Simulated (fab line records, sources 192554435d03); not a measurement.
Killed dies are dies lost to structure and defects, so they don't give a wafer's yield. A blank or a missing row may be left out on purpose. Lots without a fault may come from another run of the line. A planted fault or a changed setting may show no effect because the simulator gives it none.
Which tool did it? | flow n5_finfet | 11 lots, 32 wafers sampled, at 4 steps of a route of 1938

WHAT THE GAUGES READ, wafer by wafer
N5_BEOL_M6_INSPECT_58: inspects for defects (darkfield).
lot  | measured     | on                | raw_defect_count
L434 | day 8 17:24  | defect_inspect-02 | 65 68 41
L437 | day 9 11:01  | defect_inspect-02 | 58 68
L438 | day 9 18:46  | defect_inspect-01 | 54 50 57
L440 | day 10 02:35 | defect_inspect-01 | 74 65 71
L439 | day 10 05:22 | defect_inspect-02 | 71 76 68
L441 | day 10 09:29 | defect_inspect-01 | 71 117 117
L442 | day 10 10:55 | defect_inspect-01 | 75 100 103
L452 | day 13 09:00 | defect_inspect-02 | 652 688 653
L453 | day 13 13:51 | defect_inspect-02 | 673 668 700
L454 | day 13 18:16 | defect_inspect-01 | 68 59 72
L455 | day 13 20:55 | defect_inspect-01 | 81 65 78

WHICH TOOL RAN EACH LOT (tool, then ch and the chambers of the sampled wafers, then the start)
lot  | N5_BEOL_M6_SPUTTER_48        | N5_BEOL_M6_PRE_CLEAN_55         | N5_BEOL_M6_DEP_56
L434 | pvd_sputter-01, day 8 16:25  | pecvd-01 ch 0,2, day 8 17:17    | pecvd-01 ch 0,2, day 8 17:18
L437 | pvd_sputter-01, day 9 10:01  | pecvd-01 ch 1, day 9 10:52      | pecvd-01 ch 1, day 9 10:54
L438 | pvd_sputter-03, day 9 17:47  | pecvd-01 ch 0,1, day 9 18:37    | pecvd-01 ch 0,1, day 9 18:39
L440 | pvd_sputter-01, day 10 01:35 | pecvd-01 ch 0,1, day 10 02:26   | pecvd-01 ch 0,1, day 10 02:28
L439 | pvd_sputter-02, day 10 03:31 | pecvd-03 ch 0,1,2, day 10 05:15 | pecvd-03 ch 0,1,2, day 10 05:17
L441 | pvd_sputter-01, day 10 08:29 | pecvd-01 ch 0,1, day 10 09:20   | pecvd-01 ch 0,1, day 10 09:22
L442 | pvd_sputter-01, day 10 08:45 | pecvd-01 ch 0,1, day 10 10:46   | pecvd-01 ch 0,1, day 10 10:49
L452 | pvd_sputter-03, day 13 08:02 | pecvd-01 ch 0,2, day 13 08:53   | pecvd-01 ch 0,2, day 13 08:55
L453 | pvd_sputter-03, day 13 12:50 | pecvd-01 ch 0,1, day 13 13:44   | pecvd-01 ch 0,1, day 13 13:45
L454 | pvd_sputter-03, day 13 17:09 | pecvd-02 ch 0,1,2, day 13 18:08 | pecvd-02 ch 0,1,2, day 13 18:10
L455 | pvd_sputter-03, day 13 19:56 | pecvd-02 ch 1,2, day 13 20:48   | pecvd-02 ch 1,2, day 13 20:50
- N5_BEOL_M6_SPUTTER_48: material Cu, target thk 10 nm, time 1.667 s.
- N5_BEOL_M6_PRE_CLEAN_55: time 15 s.
- N5_BEOL_M6_DEP_56: deposits SiCN from 3MS/NH3, target thk 10 nm, time 17.5 s.

THE ANSWER, worked out from the rows above alone
Rule: what is usual is taken from the lots themselves. Put in order of their means at a reading, lots are off if they are a third of the lots or fewer, leave a main group of 4 or more, and stand apart from it by a gap of 3 or more times the standard deviation of the main group's means; of several such gaps the widest counts. A main group whose means are all the same, to the digits that the tables above print for the reading, isn't used. A lot without any number at a reading at which 4 lots or more have one is off too. The other lots that the step has rows for count as sound.
Off: L452, L453, at N5_BEOL_M6_INSPECT_58 (raw_defect_count). The main group: mean 72, standard deviation 15.
A tool fits if, at a process step before that reading, it ran every lot that is off, and no sound lot after the first of them. The gauges at N5_BEOL_M6_INSPECT_58 are tried like those tools. Can't be told from this: 2 tools fit, pecvd-01 at N5_BEOL_M6_PRE_CLEAN_55 and N5_BEOL_M6_DEP_56, defect_inspect-02 at N5_BEOL_M6_INSPECT_58.

WHAT THE SIMULATOR HAD PUT IN
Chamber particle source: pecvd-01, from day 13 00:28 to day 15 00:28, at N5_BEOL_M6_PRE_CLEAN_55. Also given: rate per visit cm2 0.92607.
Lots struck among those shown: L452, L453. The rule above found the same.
